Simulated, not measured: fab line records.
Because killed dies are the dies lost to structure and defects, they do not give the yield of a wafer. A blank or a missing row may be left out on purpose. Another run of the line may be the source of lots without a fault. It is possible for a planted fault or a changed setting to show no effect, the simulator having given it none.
Which of the tools did it? + flow nand harc + Sampling: 12 lots, 36 wafers, 3 of 1302 route steps

WHAT THE GAUGES SHOWED, per wafer
NHARC_P_M2_OVL_MEAS_10: pitch 340 nm.
| lot  | measured     | on         | overlay x nm (nm) |
|------|--------------|------------|-------------------|
| L075 | day 7 01:07  | overlay-01 | -1.4 -1.5 -1.7    |
| L077 | day 7 15:52  | overlay-02 | 0.4 1.0 0.7       |
| L079 | day 8 16:18  | overlay-01 | -1.3 -0.7 -0.8    |
| L081 | day 9 15:50  | overlay-02 | -0.7 -0.6 -0.5    |
| L084 | day 10 04:51 | overlay-02 | 0.2 0.6 0.2       |
| L085 | day 10 21:12 | overlay-02 | -1.5 -0.4 -0.6    |
| L088 | day 12 09:22 | overlay-01 | 0.4 -0.2 -0.4     |
| L087 | day 12 12:11 | overlay-02 | 0.7 0.1 0.7       |
| L091 | day 13 08:22 | overlay-02 | -0.3 -0.6 -0.7    |
| L093 | day 14 02:49 | overlay-02 | 0.5 0.5 0.3       |
| L095 | day 15 06:07 | overlay-02 | 0.0 -0.1 1.0      |
| L097 | day 15 19:57 | overlay-01 | -0.1 -0.4 -0.4    |

TOOL THAT RAN EACH LOT (tool first, then ch and the chambers of the sampled wafers, then the start)
| lot  | NHARC_P_M1_PVD_20                       | NHARC_P_M1_PVD_21                       |
|------|-----------------------------------------|-----------------------------------------|
| L075 | pvd sputter-01, day 7 01:07 or earlier  | pvd sputter-01, day 7 01:07 or earlier  |
| L077 | pvd sputter-01, day 7 15:52 or earlier  | pvd sputter-01, day 7 15:52 or earlier  |
| L079 | pvd sputter-01, day 8 16:18 or earlier  | pvd sputter-01, day 8 16:18 or earlier  |
| L081 | pvd sputter-03, day 9 15:50 or earlier  | pvd sputter-03, day 9 15:50 or earlier  |
| L084 | pvd sputter-01, day 10 04:51 or earlier | pvd sputter-01, day 10 04:51 or earlier |
| L085 | pvd sputter-02, day 10 21:12 or earlier | pvd sputter-02, day 10 21:12 or earlier |
| L088 | pvd sputter-02, day 12 09:22 or earlier | pvd sputter-02, day 12 09:22 or earlier |
| L087 | pvd sputter-03, day 12 12:11 or earlier | pvd sputter-03, day 12 12:11 or earlier |
| L091 | pvd sputter-03, day 13 08:22 or earlier | pvd sputter-03, day 13 08:22 or earlier |
| L093 | pvd sputter-01, day 14 02:49 or earlier | pvd sputter-01, day 14 02:49 or earlier |
| L095 | pvd sputter-03, day 15 06:07 or earlier | pvd sputter-03, day 15 06:07 or earlier |
| L097 | pvd sputter-01, day 15 19:57 or earlier | pvd sputter-01, day 15 19:57 or earlier |
- NHARC_P_M1_PVD_20: deposits TaN, target thk 5 nm, time 8.06 s.
- NHARC_P_M1_PVD_21: deposits Cu, target thk 30 nm, time 20.49 s.

THE ANSWER, worked out from the rows above alone
Rule: the lots themselves supply what counts as usual. The widest of any qualifying gaps counts: lots, ordered by their means at a reading, are off when they make up no more than a third of the lots, leave a main group of 4 or more, and stand apart from it by 3 or more times the standard deviation of that group's means. The tables above print the reading to a certain number of digits; a main group whose means all agree to those digits is not used. Also off: a lot with no number at a reading for which 4 or more lots have one. The other lots that the step has rows for count as sound.
Across all readings shown, no lot is off: no conclusion can be drawn from this.

WHAT THE SIMULATOR PUT IN
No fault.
